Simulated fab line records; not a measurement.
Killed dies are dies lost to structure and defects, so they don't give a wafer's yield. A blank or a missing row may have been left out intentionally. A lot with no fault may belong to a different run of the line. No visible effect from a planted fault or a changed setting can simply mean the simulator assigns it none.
Chamber matching -- flow nandHarc -- rieDiel-12 running NHARC_P_GATE_ETCH_104: 3 sister chambers
The step etches the open film in CF4/CHF3, target depth 60 nm. 14 wafers are shown with their chamber, then 6 later ones without.

== WAFERS, EACH WITH ITS CHAMBER ==
wafer,chamber,drypumpMotorCurrentA (A),rfVppV (V),throttleValvePct (%)
L984.1,2,5.2,372.1,16.786
L984.5,2,5.2,370.0,16.809
L984.6,3,6.1,372.3,16.804
L989.3,0,5.7,369.2,16.811
L989.4,2,5.1,371.4,16.800
L989.5,2,5.2,370.6,16.799
L998.1,2,5.2,371.3,16.791
L998.3,0,5.7,369.1,16.823
L998.6,0,5.7,369.2,16.801
L999.2,0,5.7,369.8,16.798
L999.3,3,6.1,371.4,16.796
L999.5,2,5.2,369.6,16.803
L103.2,0,5.7,369.7,16.793
L103.4,3,6.0,371.1,16.786

SIGNATURES (averages over the wafers above)
reading,chamber 0,chamber 2,chamber 3,scatter within a chamber
drypumpMotorCurrentA,5.700,5.183,6.067,0.0369
rfVppV,369.400,370.833,371.600,0.714
throttleValvePct,16.80520,16.79800,16.79533,0.00989
Rule: distance of a wafer from a chamber = root of the sum over the readings of ((wafer's reading minus chamber's mean) / reading's scatter) squared. If the next closest chamber is less than 2 further off than the closest, the wafer can't be placed; otherwise it belongs to the closest. The scatter is the square root of a quotient: the sum, over the shown wafers, of each reading's squared deviation from its chamber's mean, divided by wafers minus chambers.

== WAFERS WHOSE CHAMBER IS MISSING ==
wafer,drypumpMotorCurrentA (A),rfVppV (V),throttleValvePct (%)
L103.5,5.7,369.7,16.813
L104.4,5.7,369.4,16.798
L104.6,6.0,374.3,16.796
L105.3,5.7,369.8,16.808
L105.5,6.1,371.7,16.820
L105.6,5.7,369.4,16.797

== WHICH CHAMBER EACH ONE RAN IN ==
wafer,from the rows above,in truth
L103.5,0,0
L104.4,0,0
L104.6,3,3
L105.3,0,0
L105.5,3,3
L105.6,0,0
Correct placement for 6 of the 6. Left unplaced by these rows: 0. Wrongly placed: 0.
